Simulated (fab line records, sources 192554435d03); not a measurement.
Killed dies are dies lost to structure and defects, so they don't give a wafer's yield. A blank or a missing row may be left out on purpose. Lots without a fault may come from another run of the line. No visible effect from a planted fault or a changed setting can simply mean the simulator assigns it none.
Which tool did it? :: flow n5_finfet :: Sampling: 10 lots, 30 wafers, 7 of 1938 route steps

WHAT EACH GAUGE READ, for each wafer
N5_BEOL_M5_INSPECT_58: inspects for defects (darkfield).
lot: L285
measured: day 10 08:00
on: defect_inspect-01
raw_defect_count: 57 60 45

lot: L286
measured: day 10 11:06
on: defect_inspect-02
raw_defect_count: 81 31 70

lot: L287
measured: day 10 20:48
on: defect_inspect-02
raw_defect_count: 72 60 95

lot: L289
measured: day 11 08:15
on: defect_inspect-02
raw_defect_count: 70 102 56

lot: L288
measured: day 11 09:25
on: defect_inspect-01
raw_defect_count: 40 67 620

lot: L292
measured: day 12 08:31
on: defect_inspect-02
raw_defect_count: 77 78 594

lot: L295
measured: day 12 15:50
on: defect_inspect-02
raw_defect_count: 44 69 69

lot: L298
measured: day 13 10:03
on: defect_inspect-02
raw_defect_count: 79 65 59

lot: L300
measured: day 14 05:01
on: defect_inspect-02
raw_defect_count: 85 58 49

lot: L303
measured: day 14 21:11
on: defect_inspect-01
raw_defect_count: 39 48 38

N5_BEOL_M6_INSPECT_13: inspects for defects (brightfield).
lot: L285
measured: day 10 10:07
on: defect_inspect-02
raw_defect_count: 344 417 440

lot: L286
measured: day 10 13:09
on: defect_inspect-01
raw_defect_count: 366 399 322

lot: L287
measured: day 10 23:56
on: defect_inspect-02
raw_defect_count: 561 649 539

lot: L289
measured: day 11 10:30
on: defect_inspect-02
raw_defect_count: 337 387 384

lot: L288
measured: day 11 11:01
on: defect_inspect-02
raw_defect_count: 260 324 989

lot: L292
measured: day 12 10:32
on: defect_inspect-02
raw_defect_count: 364 415 894

lot: L295
measured: day 12 19:04
on: defect_inspect-02
raw_defect_count: 555 485 465

lot: L298
measured: day 13 14:58
on: defect_inspect-01
raw_defect_count: 422 284 365

lot: L300
measured: day 14 10:04
on: defect_inspect-02
raw_defect_count: 402 459 365

lot: L303
measured: day 15 00:18
on: defect_inspect-01
raw_defect_count: 359 396 404

N5_BEOL_M6_INSPECT_30: inspects for defects (brightfield).
lot: L285
measured: day 10 12:27
on: defect_inspect-02
raw_defect_count: 355 436 425

lot: L286
measured: day 10 14:10
on: defect_inspect-01
raw_defect_count: 392 377 313

lot: L287
measured: day 11 01:49
on: defect_inspect-02
raw_defect_count: 573 664 540

lot: L289
measured: day 11 12:40
on: defect_inspect-02
raw_defect_count: 297 371 380

lot: L288
measured: day 11 13:05
on: defect_inspect-01
raw_defect_count: 246 287 915

lot: L292
measured: day 12 13:04
on: defect_inspect-01
raw_defect_count: 307 361 833

lot: L295
measured: day 12 21:50
on: defect_inspect-02
raw_defect_count: 566 475 454

lot: L298
measured: day 13 17:55
on: defect_inspect-02
raw_defect_count: 504 345 415

lot: L300
measured: day 14 11:10
on: defect_inspect-02
raw_defect_count: 404 433 347

lot: L303
measured: day 15 02:33
on: defect_inspect-02
raw_defect_count: 405 462 498

WHICH TOOL RAN EACH LOT (tool, then ch and the chambers of the sampled wafers, then the start)
lot: L285
N5_BEOL_M5_SPUTTER_48: pvd_sputter-03, day 10 00:39
N5_BEOL_M5_CO_CAP_78: cvd_co-02 ch 0,1,2, day 10 07:47
N5_BEOL_M5_PRE_CLEAN_55: pecvd-01 ch 0,1,2, day 10 07:53
N5_BEOL_M6_HM_DEP_02: pvd_sputter-01, day 10 09:34

lot: L286
N5_BEOL_M5_SPUTTER_48: pvd_sputter-02, day 10 05:38
N5_BEOL_M5_CO_CAP_78: cvd_co-01 ch 1,2, day 10 10:53
N5_BEOL_M5_PRE_CLEAN_55: pecvd-01 ch 0,1,2, day 10 10:59
N5_BEOL_M6_HM_DEP_02: pvd_sputter-03, day 10 12:43

lot: L287
N5_BEOL_M5_SPUTTER_48: pvd_sputter-02, day 10 15:14
N5_BEOL_M5_CO_CAP_78: cvd_co-01 ch 0,2, day 10 20:36
N5_BEOL_M5_PRE_CLEAN_55: pecvd-04 ch 1,2, day 10 20:41
N5_BEOL_M6_HM_DEP_02: pvd_sputter-02, day 10 23:22

lot: L289
N5_BEOL_M5_SPUTTER_48: pvd_sputter-03, day 11 02:44
N5_BEOL_M5_CO_CAP_78: cvd_co-02 ch 1,2, day 11 08:02
N5_BEOL_M5_PRE_CLEAN_55: pecvd-04 ch 1,2, day 11 08:08
N5_BEOL_M6_HM_DEP_02: pvd_sputter-01, day 11 09:57

lot: L288
N5_BEOL_M5_SPUTTER_48: pvd_sputter-02, day 11 03:59
N5_BEOL_M5_CO_CAP_78: cvd_co-02 ch 0,1,2, day 11 09:13
N5_BEOL_M5_PRE_CLEAN_55: pecvd-04 ch 0,1,2, day 11 09:18
N5_BEOL_M6_HM_DEP_02: pvd_sputter-02, day 11 10:35

lot: L292
N5_BEOL_M5_SPUTTER_48: pvd_sputter-01, day 12 03:02
N5_BEOL_M5_CO_CAP_78: cvd_co-02 ch 0,1,2, day 12 08:18
N5_BEOL_M5_PRE_CLEAN_55: pecvd-04 ch 0,1, day 12 08:23
N5_BEOL_M6_HM_DEP_02: pvd_sputter-02, day 12 09:58

lot: L295
N5_BEOL_M5_SPUTTER_48: pvd_sputter-03, day 12 10:24
N5_BEOL_M5_CO_CAP_78: cvd_co-01 ch 1,2, day 12 15:38
N5_BEOL_M5_PRE_CLEAN_55: pecvd-01 ch 0,1,2, day 12 15:44
N5_BEOL_M6_HM_DEP_02: pvd_sputter-02, day 12 18:31

lot: L298
N5_BEOL_M5_SPUTTER_48: pvd_sputter-02, day 13 04:35
N5_BEOL_M5_CO_CAP_78: cvd_co-02 ch 0,1,2, day 13 09:50
N5_BEOL_M5_PRE_CLEAN_55: pecvd-01 ch 0,1,2, day 13 09:56
N5_BEOL_M6_HM_DEP_02: pvd_sputter-02, day 13 14:25

lot: L300
N5_BEOL_M5_SPUTTER_48: pvd_sputter-02, day 13 23:35
N5_BEOL_M5_CO_CAP_78: cvd_co-01 ch 0,1,2, day 14 04:49
N5_BEOL_M5_PRE_CLEAN_55: pecvd-02 ch 0,1, day 14 04:54
N5_BEOL_M6_HM_DEP_02: pvd_sputter-02, day 14 09:38

lot: L303
N5_BEOL_M5_SPUTTER_48: pvd_sputter-03, day 14 15:46
N5_BEOL_M5_CO_CAP_78: cvd_co-01 ch 0,1, day 14 20:58
N5_BEOL_M5_PRE_CLEAN_55: pecvd-02 ch 0,1,2, day 14 21:04
N5_BEOL_M6_HM_DEP_02: pvd_sputter-02, day 14 23:45
- N5_BEOL_M5_SPUTTER_48: material Cu, target thk 15 nm, time 27.62 s.
- N5_BEOL_M5_CO_CAP_78: material Co, precursor CCTBA/H2, target thk 2 nm, time 102.1 s.
- N5_BEOL_M5_PRE_CLEAN_55: time 15 s.
- N5_BEOL_M6_HM_DEP_02: deposits TiN, target thk 20 nm.

WHAT THE TOOLS THEMSELVES READ (means of the sampled wafers that have a number; where no wafer has one, the mark that the record gives instead)
N5_BEOL_M5_SPUTTER_48.
lot: L285
tool: pvd_sputter-03
chamber_pressure_pa (Pa): 0.07001
throttle_valve_pct (%): 30.2

lot: L286
tool: pvd_sputter-02
chamber_pressure_pa (Pa): 0.07010
throttle_valve_pct (%): 29.7

lot: L287
tool: pvd_sputter-02
chamber_pressure_pa (Pa): 0.07024
throttle_valve_pct (%): 30.6

lot: L289
tool: pvd_sputter-03
chamber_pressure_pa (Pa): 0.06996
throttle_valve_pct (%): 29.8

lot: L288
tool: pvd_sputter-02
chamber_pressure_pa (Pa): 0.06984
throttle_valve_pct (%): 30.3

lot: L292
tool: pvd_sputter-01
chamber_pressure_pa (Pa): 0.06974
throttle_valve_pct (%): 31.2

lot: L295
tool: pvd_sputter-03
chamber_pressure_pa (Pa): 0.06995
throttle_valve_pct (%): 29.7

lot: L298
tool: pvd_sputter-02
chamber_pressure_pa (Pa): 0.06990
throttle_valve_pct (%): 29.8

lot: L300
tool: pvd_sputter-02
chamber_pressure_pa (Pa): 0.07002
throttle_valve_pct (%): 30.4

lot: L303
tool: pvd_sputter-03
chamber_pressure_pa (Pa): 0.06990
throttle_valve_pct (%): 30.5

N5_BEOL_M5_CO_CAP_78.
lot: L285
tool: cvd_co-02
chamber_pressure_Torr (Torr): 30.04
heater_power_w (W): 243

lot: L286
tool: cvd_co-01
chamber_pressure_Torr (Torr): 29.95
heater_power_w (W): 242

lot: L287
tool: cvd_co-01
chamber_pressure_Torr (Torr): 30.02
heater_power_w (W): 205

lot: L289
tool: cvd_co-02
chamber_pressure_Torr (Torr): 30.02
heater_power_w (W): 240

lot: L288
tool: cvd_co-02
chamber_pressure_Torr (Torr): 30.08
heater_power_w (W): 243

lot: L292
tool: cvd_co-02
chamber_pressure_Torr (Torr): 29.95
heater_power_w (W): 243

lot: L295
tool: cvd_co-01
chamber_pressure_Torr (Torr): 29.92
heater_power_w (W): 261

lot: L298
tool: cvd_co-02
chamber_pressure_Torr (Torr): 29.99
heater_power_w (W): 243

lot: L300
tool: cvd_co-01
chamber_pressure_Torr (Torr): 30.00
heater_power_w (W): 231

lot: L303
tool: cvd_co-01
chamber_pressure_Torr (Torr): 29.96
heater_power_w (W): 250

N5_BEOL_M5_PRE_CLEAN_55.
lot: L285
tool: pecvd-01
rf_fwd_power_W (W): 295.8

lot: L286
tool: pecvd-01
rf_fwd_power_W (W): 295.1

lot: L287
tool: pecvd-04
rf_fwd_power_W (W): 294.2

lot: L289
tool: pecvd-04
rf_fwd_power_W (W): 294.1

lot: L288
tool: pecvd-04
rf_fwd_power_W (W): 293.8

lot: L292
tool: pecvd-04
rf_fwd_power_W (W): 292.7

lot: L295
tool: pecvd-01
rf_fwd_power_W (W): 295.8

lot: L298
tool: pecvd-01
rf_fwd_power_W (W): 295.6

lot: L300
tool: pecvd-02
rf_fwd_power_W (W): 293.4

lot: L303
tool: pecvd-02
rf_fwd_power_W (W): 295.2

N5_BEOL_M6_HM_DEP_02.
lot: L285
tool: pvd_sputter-01
chamber_pressure_pa (Pa): 0.5003
throttle_valve_pct (%): 30.4

lot: L286
tool: pvd_sputter-03
chamber_pressure_pa (Pa): 0.5002
throttle_valve_pct (%): 29.6

lot: L287
tool: pvd_sputter-02
chamber_pressure_pa (Pa): 0.5004
throttle_valve_pct (%): 29.8

lot: L289
tool: pvd_sputter-01
chamber_pressure_pa (Pa): 0.5003
throttle_valve_pct (%): 30.4

lot: L288
tool: pvd_sputter-02
chamber_pressure_pa (Pa): 0.5001
throttle_valve_pct (%): 30.1

lot: L292
tool: pvd_sputter-02
chamber_pressure_pa (Pa): 0.4994
throttle_valve_pct (%): 29.8

lot: L295
tool: pvd_sputter-02
chamber_pressure_pa (Pa): 0.4997
throttle_valve_pct (%): 29.4

lot: L298
tool: pvd_sputter-02
chamber_pressure_pa (Pa): 0.4988
throttle_valve_pct (%): 30.2

lot: L300
tool: pvd_sputter-02
chamber_pressure_pa (Pa): 0.4999
throttle_valve_pct (%): 29.7

lot: L303
tool: pvd_sputter-02
chamber_pressure_pa (Pa): 0.4997
throttle_valve_pct (%): 29.9

THE ANSWER, worked out from the rows above alone
Rule: the lots themselves supply what counts as usual. The widest of any qualifying gaps counts: lots, ordered by their means at a reading, are off when they make up no more than a third of the lots, leave a main group of 4 or more, and stand apart from it by 3 or more times the standard deviation of that group's means. The tables above print the reading to a certain number of digits; a main group whose means all agree to those digits is not used. Also off: a lot with no number at a reading for which 4 or more lots have one. Any other lot the step has rows for is counted as sound. Order of review: gauges by route order, followed by the tools' own readings, for which a lot's mean as printed above is used. At the first step where some lot is off, the reading lying furthest off is the one used; lots without a number count as furthest.
Off at N5_BEOL_M5_INSPECT_58 (raw_defect_count): L288, L292. Main group: mean 63, sd 11.
If a tool, at a process step before that reading, ran all the lots that are off and no sound lot after the first of them, it fits. Those tools and the gauges at N5_BEOL_M5_INSPECT_58 are tried in the same way. One fits: pecvd-04 at N5_BEOL_M5_PRE_CLEAN_55. A fault onset in the window from L289 (day 11 08:08, its last sound lot) to L288 (day 11 09:18, its first lot off) fits.

WHAT WAS PUT IN BY THE SIMULATOR
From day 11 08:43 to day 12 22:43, pecvd-04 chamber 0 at N5_BEOL_M5_PRE_CLEAN_55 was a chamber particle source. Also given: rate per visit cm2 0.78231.
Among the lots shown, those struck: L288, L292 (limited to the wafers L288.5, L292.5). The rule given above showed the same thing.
